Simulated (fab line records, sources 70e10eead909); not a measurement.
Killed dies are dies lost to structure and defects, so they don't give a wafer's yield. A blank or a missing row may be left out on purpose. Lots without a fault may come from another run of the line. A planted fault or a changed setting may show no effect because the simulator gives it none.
fab line records | flow nand_harc
record lots=12 wafers=36 last_day=25
route steps=1159 shown A_STAIRCASE@547 END@1159
lots that met no fault: from a run of the same line without faults
start_h: hours from the record's first day to the start of the lot's first wafer shown | wait_h: hours since the lot's step before | " the same as in the row above | L1.1+2: a row that stands for several wafers | - no value, or no start given | * or withheld: withheld | < > ~ a bound
route shown NAME@n: a module of which the file shows steps, and the number in the route of the first | usual: mean/standard deviation of fault-free wafers | same: alike in all rows | chamber/n: place in a boat | sites: the reading at each site | _std_site: their standard deviation | _edge_site: outer sites' mean less inner sites' | radius_mm: how far each site lies from the wafer's centre | mask NAME#n: copy n | behind: the tool/chamber that last shaped the wafer | hold: why the lot was held/for how many hours/how that ended | device: the transistor (n, p or np) that didn't switch | end of line: the same wafers' tests at the end of the route | a step without rows: its recipe alone | killed: dies lost to structure and defects at the first sort, not the wafer's yield | map: a wafer's dies, x killed, . not, _ none there
set.NAME: the setting as run; set.NAME@STEP: as run at that earlier step | model.NAME: the simulator's own value behind a step, which no gauge read
steps of the route over a sample of lots; a table a step, a row a wafer
services: from which hour (start_h, from the record's first day; less than 0 if before it) a tool's chamber was out of use, for how many hours, and why
## steps
# step NHARC_A_STAIRCASE_DESCUM_11
# recipe time_s=3 o2_flow_sccm=200 ar_flow_sccm=0 bias_power_w=0 chemistry=O2
# usual drypump_motor_current_A=5.71/0.2 mfc_ar_sccm=0.008/0.0094 oes_product_au=0.998/0.0088 rf_vpp_V=57.9/0.81 showerhead_plenum_p_Torr=1.91/0.099 throttle_valve_pct=11.311/0.0081
# same bias_power_w=0
# columns lot.wafer tool chamber start_h wait_h drypump_motor_current_A mfc_ar_sccm oes_product_au rf_hours_counter_h rf_vpp_V showerhead_plenum_p_Torr throttle_valve_pct
L146.3 rie_diel-05 2 238.28 - 5.34 0 0.995 24 57.9 1.90 11.319
L146.4 " 0 " " 5.70 0.015 0.995 29 57.9 1.80 11.317
L146.5 " 2 " " 5.32 0 0.992 - 56.3 1.90 11.309
L148.3 rie_diel-04 3 245.35 - 5.94 0.001 0.990 46 58.1 1.98 11.307
L148.2 " 0 " " 5.71 0 1.007 44 57.8 1.97 11.317
L148.6 " 2 " " 5.60 0 1.006 - 58.0 2.06 11.294
L149.4 rie_diel-05 0 251.35 - 5.72 0.015 0.995 33 57.7 1.80 11.326
L149.1 " 1 " " 5.73 0 0.997 34 57.7 1.82 11.301
L149.5 " 0 " " 5.71 0.015 0.989 - 58.4 1.80 11.312
L153.4 rie_diel-04 1 278.44 - 5.49 0.013 0.990 57 57.5 1.89 11.319
L153.2 " 2 " " 5.63 0 0.993 59 59.2 2.06 11.311
L153.6 " 2 " " 5.64 0 1.000 - 58.1 2.06 11.306
L154.2 rie_diel-04 0 287.16 - 5.68 0 1.006 59 59.3 1.97 11.325
L154.1 " 1 " " 5.47 0.013 0.995 60 57.6 1.89 11.318
L154.6 " 3 " " 5.96 0.001 0.988 - 58.2 1.98 11.309
L158.2 rie_diel-05 2 307.78 - 5.34 0 0.997 52 57.7 1.89 11.315
L158.3 " 0 " " 5.70 0.015 0.996 55 55.3 1.79 11.301
L158.5 " 1 " " 5.74 0 0.989 - 57.6 1.81 11.305
L159.2 rie_diel-04 3 312.33 - 5.95 0.001 0.984 6 58.0 1.98 11.306
L159.4 " 0 " " 5.67 0 1.007 - 57.8 1.97 11.307
L159.5 " 1 " " 5.50 0.013 0.986 - 56.5 1.89 11.294
L162.1 rie_diel-06 2 332.03 - 5.71 0 0.980 32 56.9 1.80 11.327
L162.4 " 3 " " 5.73 0.019 0.997 31 58.7 1.97 11.307
L162.5 " 3 " " 5.74 0.019 0.998 - 57.6 1.97 11.302
L164.3 rie_diel-04 2 346.49 - 5.61 0 1.025 11 57.9 2.05 11.306
L164.6 " 0 " " 5.70 0 1.011 - 58.2 1.96 11.309
L164.5 " 1 " " 5.49 0.013 0.995 - 57.1 1.88 11.320
L166.1 rie_diel-04 3 352.27 - 5.93 0.001 0.985 23 57.7 1.97 11.319
L166.3 " 0 " " 5.70 0 1.011 22 56.6 1.96 11.305
L166.6 " 1 " " 5.50 0.013 1.000 - 57.4 1.88 11.310
L167.3 rie_diel-06 3 373.85 - 5.74 0.019 1.003 46 56.9 1.97 11.310
L167.1 " 2 " " 5.70 0 0.996 48 57.6 1.79 11.312
L167.5 " 0 " " 5.56 0.028 1.009 - 58.0 1.77 11.303
L168.4 rie_diel-04 2 379.78 - 5.61 0 1.009 21 58.1 2.05 11.319
L168.2 " 3 " " 5.96 0.001 0.999 32 59.1 1.97 11.308
L168.5 " 0 " " 5.73 0 1.002 - 59.7 1.96 11.319
# step NHARC_A_STAIRCASE_TRIM_12
# recipe time_s=211.2 o2_flow_sccm=500 ar_flow_sccm=0 bias_w=0 chemistry=O2
# usual drypump_motor_current_A=5.72/0.21 mfc_ar_sccm=0.007/0.0092 oes_product_au=0.998/0.0086 rf_vpp_V=57.8/0.89 showerhead_plenum_p_Torr=3.51/0.17 throttle_valve_pct=17.037/0.0092
# columns lot.wafer tool chamber start_h wait_h drypump_motor_current_A mfc_ar_sccm oes_product_au rf_hours_counter_h rf_vpp_V showerhead_plenum_p_Torr throttle_valve_pct
L146.3 rie_diel-05 2 238.38 0.1 5.36 0 1.000 24 57.3 3.51 17.042
L146.4 " 0 " " 5.73 0.015 1.000 29 56.0 3.33 17.039
L146.5 " 1 " " 5.74 0 0.984 - 55.0 3.37 17.043
L148.3 rie_diel-04 0 245.43 0.1 5.67 0 0.997 45 59.0 3.63 17.042
L148.2 " 3 " " 5.94 0.001 0.997 46 58.2 3.65 17.021
L148.6 " 0 " " 5.73 0 1.010 - 58.9 3.63 17.041
L149.4 rie_diel-05 2 251.43 0.1 5.36 0 1.000 28 58.5 3.51 17.035
L149.1 " 0 " " 5.70 0.015 0.998 33 57.1 3.33 17.028
L149.5 " 3 " " 5.79 0.010 1.005 - 57.8 3.79 17.032
L153.2 rie_diel-04 1 278.52 0.1 5.50 0.013 0.998 57 57.5 3.49 17.037
L153.4 " 3 " " 5.96 0.001 0.990 56 58.0 3.64 17.031
L153.6 " 1 " " 5.47 0.013 0.996 - 58.5 3.49 17.042
L154.1 rie_diel-04 1 287.31 0.1 5.52 0.013 0.991 61 57.1 3.48 17.030
L154.2 " 2 " " 5.65 0 1.008 63 59.1 3.77 17.039
L154.6 " 1 " " 5.51 0.013 0.984 - 57.9 3.48 17.049
L158.3 rie_diel-05 2 307.85 0.1 5.33 0 0.998 52 57.6 3.49 17.034
L158.2 " 0 " " 5.74 0.015 0.998 55 59.1 3.32 17.041
L158.5 " 2 " " 5.36 0 0.996 - 59.2 3.49 17.040
L159.2 rie_diel-04 1 312.41 0.1 5.50 0.013 0.987 5 58.0 3.48 17.031
L159.5 " 3 " " 5.99 0.001 0.991 - 56.7 3.64 17.035
L159.4 " 0 " " 5.74 0 0.985 - 57.1 3.62 17.036
L162.4 rie_diel-06 0 332.25 0.2 5.59 0.028 0.985 31 58.2 3.29 17.056
L162.1 " 2 " " 5.74 0 0.988 32 57.5 3.33 17.026
L162.5 " 3 " " 5.77 0.019 1.002 - 57.7 3.63 17.049
L164.3 rie_diel-04 3 347.05 0.6 5.98 0.001 1.001 21 58.3 3.63 17.032
L164.6 " 1 " " 5.52 0.013 0.998 - 57.3 3.47 17.027
L164.5 " 2 " " 5.63 0 1.026 - 57.7 3.76 17.038
L166.3 rie_diel-04 0 352.33 0.1 5.67 0 0.994 22 58.7 3.61 17.025
L166.1 " 2 " " 5.66 0 1.014 13 58.5 3.76 17.027
L166.6 " 1 " " 5.50 0.013 0.988 - 58.6 3.47 17.038
L167.3 rie_diel-06 3 373.94 0.1 5.75 0.019 0.996 46 57.8 3.62 17.030
L167.1 " 1 " " 6.18 0 1.007 47 57.4 3.32 17.052
L167.5 " 3 " " 5.74 0.019 1.015 - 58.8 3.62 17.044
L168.4 rie_diel-04 1 379.85 0.1 5.47 0.013 1.001 28 58.4 3.47 17.034
L168.2 " 2 " " 5.62 0 1.000 21 58.7 3.76 17.047
L168.5 " 2 " " 5.64 0 1.003 - 58.8 3.76 17.034
# step NHARC_A_STAIRCASE_ETCH_25
# recipe target_depth_a=1000 time_s=40.5 ion_energy_ev=400 c4f8_flow_sccm=20 o2_flow_sccm=10 ar_flow_sccm=withheld rf_w=600 bias_w=1000 chemistry=C4F8/O2
# usual oes_product_au=0.942/0.011 rf_vpp_V=894/6.2
# columns lot.wafer tool chamber start_h wait_h oes_product_au rf_hours_counter_h rf_vpp_V
L146.3 rie_diel-06 3 - - 0.957 65 902
L146.5 " 2 " " 0.945 - 888
L146.4 " 0 " " 0.939 - 888
L148.3 rie_diel-04 0 - - 0.945 46 900
L148.2 " 2 " " 0.929 49 905
L148.6 " 1 " " 0.936 - 894
L149.4 rie_diel-06 1 - - 0.949 0 888
L149.1 " 2 " " 0.937 0 889
L149.5 " 1 " " 0.952 - 889
L153.4 rie_diel-05 1 - - 0.946 45 890
L153.2 " 2 " " 0.950 39 894
L153.6 " 1 " " 0.939 - 890
L154.2 rie_diel-06 2 - - 0.923 14 889
L154.1 " 0 " " 0.922 15 888
L154.6 " 3 " " 0.936 - 899
L158.3 rie_diel-05 0 - - 0.937 56 890
L158.2 " 1 " " 0.945 58 889
L158.5 " 3 " " 0.934 - 904
L159.2 rie_diel-04 0 - - 0.935 7 900
L159.4 " 0 " " 0.931 - 898
L159.5 " 1 " " 0.935 - 893
L162.4 rie_diel-06 1 - - 0.967 34 887
L162.1 " 3 " " 0.959 32 899
L162.5 " 1 " " 0.965 - 889
L164.3 rie_diel-06 3 - - 0.939 37 901
L164.5 " 0 " " 0.944 - 888
L164.6 " 1 " " 0.942 - 888
L166.3 rie_diel-04 1 - - 0.939 21 893
L166.1 " 2 " " 0.963 14 905
L166.6 " 3 " " 0.950 - 900
L167.1 rie_diel-06 3 - - 0.962 47 900
L167.3 " 1 " " 0.952 47 888
L167.5 " 2 " " 0.947 - 890
L168.4 rie_diel-05 2 - - 0.925 10 895
L168.2 " 0 " " 0.966 12 886
L168.5 " 1 " " 0.939 - 890
# step NHARC_A_STAIRCASE_ETCH_27
# recipe target_depth_a=1000 time_s=40.5 ion_energy_ev=400 c4f8_flow_sccm=20 o2_flow_sccm=10 ar_flow_sccm=withheld rf_w=600 bias_w=1000 chemistry=C4F8/O2
# usual oes_product_au=0.944/0.016 rf_vpp_V=894/6.2
# columns lot.wafer tool chamber start_h wait_h oes_product_au rf_hours_counter_h rf_vpp_V
L146.3 rie_diel-06 2 240.56 - 0.927 61 888
L146.4 " 0 " " 0.931 - 890
L146.5 " 2 " " 0.926 - 889
L148.3 rie_diel-04 1 247.53 - 0.933 46 896
L148.2 " 3 " " 0.946 47 901
L148.6 " 2 " " 0.939 - 906
L149.1 rie_diel-06 0 253.52 - 0.935 1 888
L149.4 " 3 " " 0.947 1 901
L149.5 " 0 " " 0.938 - 888
L153.2 rie_diel-05 1 280.44 - 0.944 45 890
L153.4 " 3 " " 0.952 44 904
L153.6 " 1 " " 0.952 - 889
L154.1 rie_diel-05 3 289.81 - 1.004 48 906
L154.2 " 1 " " 0.989 49 890
L154.6 " 0 " " 1.188 - 889
L158.3 rie_diel-05 1 309.88 - 0.955 58 891
L158.2 " 0 " " 1.111 56 888
L158.5 " 1 " " 0.934 - 890
L159.2 rie_diel-04 1 315.02 - 0.931 6 893
L159.4 " 0 " " 0.927 - 901
L159.5 " 3 " " 0.922 - 900
L162.1 rie_diel-06 2 334.45 - 0.950 34 890
L162.4 " 0 " " 0.930 32 887
L162.5 " 1 " " 0.963 - 890
L164.3 rie_diel-06 3 349.97 - 0.923 37 900
L164.5 " 3 " " 0.926 - 900
L164.6 " 0 " " 0.926 - 887
L166.1 rie_diel-04 1 354.34 - 0.946 21 893
L166.3 " 3 " " 0.944 24 899
L166.6 " 0 " " 0.951 - 901
L167.3 rie_diel-06 2 377.65 - 0.937 50 889
L167.1 " 0 " " 0.943 47 887
L167.5 " 2 " " 0.934 - 888
L168.4 rie_diel-05 2 381.99 - 0.923 10 892
L168.2 " 0 " " 0.965 12 888
L168.5 " 3 " " 0.949 - 904
# step NHARC_END_SORT_01
# recipe temp_c=25
# usual killed_at_array=28/11 killed_at_other=0.7/1.1 killed_at_periphery=2.9/2 killed_dies=32/11 killed_open=3.2/1.8 killed_short=2.0/1.4
# same gross_dies=677
# columns lot.wafer tool chamber start_h wait_h killed_at_array killed_at_other killed_at_periphery killed_dies killed_open killed_short
L154.1 prober-02 0 492.46 2.5 23 4 4 31 3 0
L154.2 prober-02 0 493.27 2.8 18 0 3 21 1 1
L154.6 prober-02 0 496.48 4.0 621 3 2 626 5 0
L158.2 prober-02 0 510.78 2.7 653 0 3 656 2 1
L158.3 prober-02 0 511.57 3.1 13 0 1 14 3 2
L158.5 prober-02 0 513.16 3.7 11 0 1 12 2 1
# killed by level:class
L154.1 A_CHANNEL_HOLE_D1:chamber_film_flake=17 A_STAIRCASE:chamber_film_flake=5 THIN_TSV:chamber_film_flake=4 P_CONTACT:geometric_particle:open=2 P_STI:geometric_particle:open=1 P_ZERO_WELL:chamber_film_flake=1 A_WL_FILL:chamber_film_flake=1
L154.2 A_CHANNEL_HOLE_D1:chamber_film_flake=15 P_GATE:chamber_film_flake=2 P_GATE:geometric_particle:short=1 A_CHANNEL_FILL_D1:geometric_particle:open=1 A_STAIRCASE:chamber_film_flake=1 A_WL_FILL:chamber_film_flake=1
L154.6 A_STAIRCASE:area_etch=593 A_CHANNEL_HOLE_D1:chamber_film_flake=18 A_STAIRCASE:chamber_film_flake=3 THIN_TSV:chamber_film_flake=3 A_CONTACT:chamber_film_flake=2 P_CONTACT:geometric_particle:open=1 P_M0:geometric_particle:open=1 A_CHANNEL_FILL_D1:geometric_particle:open=1
L158.2 A_STAIRCASE:area_etch=643 A_CONTACT:chamber_film_flake=3 A_CHANNEL_HOLE_D1:chamber_film_flake=2 P_M0:geometric_particle:open=1 A_ONON_D1:geometric_particle:short=1 A_CHANNEL_FILL_D1:geometric_particle:open=1 P_STI:chamber_film_flake=1 P_M1:chamber_film_flake=1
L158.3 A_CHANNEL_HOLE_D1:chamber_film_flake=3 A_CONTACT:chamber_film_flake=3 A_SGD_CUT:chamber_film_flake=2 P_M1:geometric_particle:open=1 A_ONON_D1:geometric_particle:short=1 A_SLIT:geometric_particle:open=1 A_WL_FILL:geometric_particle:open=1 A_M0:geometric_particle:short=1
L158.5 A_CHANNEL_HOLE_D1:chamber_film_flake=5 A_SGD_CUT:chamber_film_flake=2 P_BONDPAD:geometric_particle:open=1 A_BLC:geometric_particle:open=1 A_M1:geometric_particle:short=1 A_WL_FILL:chamber_film_flake=1 A_CONTACT:chamber_film_flake=1
## services
# columns tool chamber start_h hours kind
rie_diel-06 1 215.78 28.6 repair
rie_diel-04 0 219.06 - clean
rie_diel-04 1 219.06 - clean
rie_diel-04 2 219.06 - clean
rie_diel-04 3 219.06 - clean
rie_diel-06 - 242.80 9.0 pm
rie_diel-04 0 243.60 - clean
rie_diel-04 1 243.60 - clean
rie_diel-04 2 243.60 - clean
rie_diel-04 3 243.60 - clean
rie_diel-04 0 268.10 - clean
rie_diel-04 1 268.10 - clean
rie_diel-04 2 268.10 - clean
rie_diel-04 3 268.10 - clean
rie_diel-04 - 275.37 1.1 repair
rie_diel-04 - 289.03 9.0 pm
rie_diel-04 0 289.03 9.0 vent_cycle
rie_diel-04 1 289.03 9.0 vent_cycle
rie_diel-04 2 289.03 14.1 vent_cycle
rie_diel-04 3 289.03 9.0 vent_cycle
rie_diel-04 0 298.03 - clean
rie_diel-06 0 298.58 3.3 repair
rie_diel-04 2 307.44 18.4 repair
rie_diel-05 - 340.60 9.0 pm
## key
first_sign step=NHARC_A_STAIRCASE_ETCH_27 reading=oes_product_au direction=up sigmas=12 usual=0.944 struck=1.149
effect step=NHARC_END_SORT_01 reading=killed_at_array direction=up sigmas=55 usual=28 struck=637
more_kills_born_at NHARC_A_STAIRCASE_ETCH_27@rie_diel-05=1236
met_at NHARC_A_STAIRCASE_ETCH_27
struck_lots L154,L158
struck_wafers L154.6,L158.2
later_rows_left_out L154.6,L158.2
tester_left_out L154,L158
not_acting_at NHARC_A_STAIRCASE_DESCUM_11,NHARC_A_STAIRCASE_TRIM_12,NHARC_A_STAIRCASE_ETCH_25
fault kind=process_parameter_drift tool=rie_diel-05 chamber=0 onset_h=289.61 steps=NHARC_A_STAIRCASE_ETCH_27 channel=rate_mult offset=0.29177 shape=step end_h=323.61
# tester_left_out: of these lots the tester's yield and bins aren't shown, on N5 and GAA mostly nor the transistor test; their killed dies are dies lost to structure and defects alone, not to doping, threshold or leakage, so they don't give the yield
# later_rows_left_out: the simulator's readings of these wafers behind a module that went badly wrong aren't trusted and aren't shown, but for the sort
